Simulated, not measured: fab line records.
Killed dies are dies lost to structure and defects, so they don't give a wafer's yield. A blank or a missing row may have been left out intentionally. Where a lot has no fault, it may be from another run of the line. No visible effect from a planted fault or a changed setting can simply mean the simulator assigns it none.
Problem report in the 8D (eight disciplines) form, filled by code ; flow n5Finfet ; the parts of the form that need people (team, actions taken, sign-off) are left out

1. WHAT WENT WRONG
N5_BEOL_M9_INSPECT_30, rawDefectCount: mean 1201 over 1 wafer from 1 lot; wafers with no fault: 464, standard deviation 110. Relative to the usual mean, that is a shift of +6.7 standard deviations.
The step: inspects for defects (brightfield).
First seen on wafer L925.6, day 11 05:43, on defectInspect-02. The record holds 27 wafers of 9 lots with a number at this step. Rule for "out", or "out of limits": more than 4 standard deviations from the usual mean. The rest of the wafers with a number are treated as sound.

2. WHAT THIS IS AND IS NOT
question;is;is not
which readings at this step;rawDefectCount;-
which lots;L925;L917, L921, L923, L928, L936, L937, L938, L939
which wafers of those lots;L925.6;L925.1, L925.5
read on which gauges;defectInspect-02;defectInspect-01
when;from day 11 05:43;"up to then (11 sound wafers); but 15 sound wafers of L928, L936, L937, L938, L939 came after"

3. SUSPECTS, AND WHAT RULES EACH OUT
Counting: any tool at a process step up to the reading remains a suspect provided it ran every lot that is out. Sound lots after the first of them don't rule it out here, since some wafers of a struck lot are sound.
- the gauge at N5_BEOL_M9_INSPECT_30 is ruled out. All the wafers that are out were read on defectInspect-02, but those of them that N5_PASSIVATION_PROBE_49 has rows for are out there too, on other tools.
- rieDiel-01 at N5_BEOL_M9_STRIP_67 (strips in CF4): kept. The lot that is out, L925, ran on it at day 11 05:04; the last sound lot it ran before that was L923, at day 11 01:52.
- At N5_BEOL_M9_STRIP_67, inside rieDiel-01: chamber 3 took the wafers that are out, while their sound lot-mates went through chambers 0, 2.
Remaining after the count: rieDiel-01 at N5_BEOL_M9_STRIP_67.

4. THE CAUSE (what the simulator had put in)
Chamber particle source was rieDiel-01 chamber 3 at N5_BEOL_M9_STRIP_67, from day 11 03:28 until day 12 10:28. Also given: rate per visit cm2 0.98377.
This tool alone remained once counting was done.

5. THE EFFECT CHAIN, in route order
Each row: a reading whose mean over the struck wafers that have a number lies more than 3 standard deviations from the usual. Readings are gone through only where the record gives a usual standard deviation; hours: the median, over the lots, of the time from a lot's start at the first step in this table giving one to that lot's start at this step; sigmas: the change measured in usual standard deviations.
hours;step;reading;usual;on struck wafers;change;sigmas
0;N5_BEOL_M9_INSPECT_30;rawDefectCount;464;1201;+737;+6.7
61;N5_PASSIVATION_PROBE_49;defectLimitedYield;91.3 %;84.8;-6.5;-4.3
61;N5_PASSIVATION_PROBE_49;killed_at_M4_up;12;78;+66;+14
61;N5_PASSIVATION_PROBE_49;killedDies;103;179;+76;+4.5
61;N5_PASSIVATION_PROBE_49;killedOnRim;14;34;+20;+4.9
61;N5_PASSIVATION_PROBE_49;sort_bin_5_function;5.1 %;8.6;+3.5;+3.7
61;N5_PASSIVATION_PROBE_49;sortNPass;1077;1001;-76;-4.5
61;N5_PASSIVATION_PROBE_49;sortYieldPct;91.3 %;84.8;-6.5;-4.3
Its process steps:
- N5_PASSIVATION_PROBE_49

6. HOW IT WOULD HAVE BEEN CAUGHT EARLIER
2 hours passed between the start of the fault at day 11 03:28 and the first reading out of limits at a measuring or inspecting step in this record, taken at day 11 05:43.
No tool reading at N5_BEOL_M9_STRIP_67 that has a usual standard deviation in the record was out on any struck wafer, so an alarm limit of 4 standard deviations on those readings would not have fired.
The start of N5_BEOL_M9_STRIP_67 on rieDiel-01 came by day 11 05:43 for every one of the lots that are out (1). A hold on the tool at that time would have spared none of them.
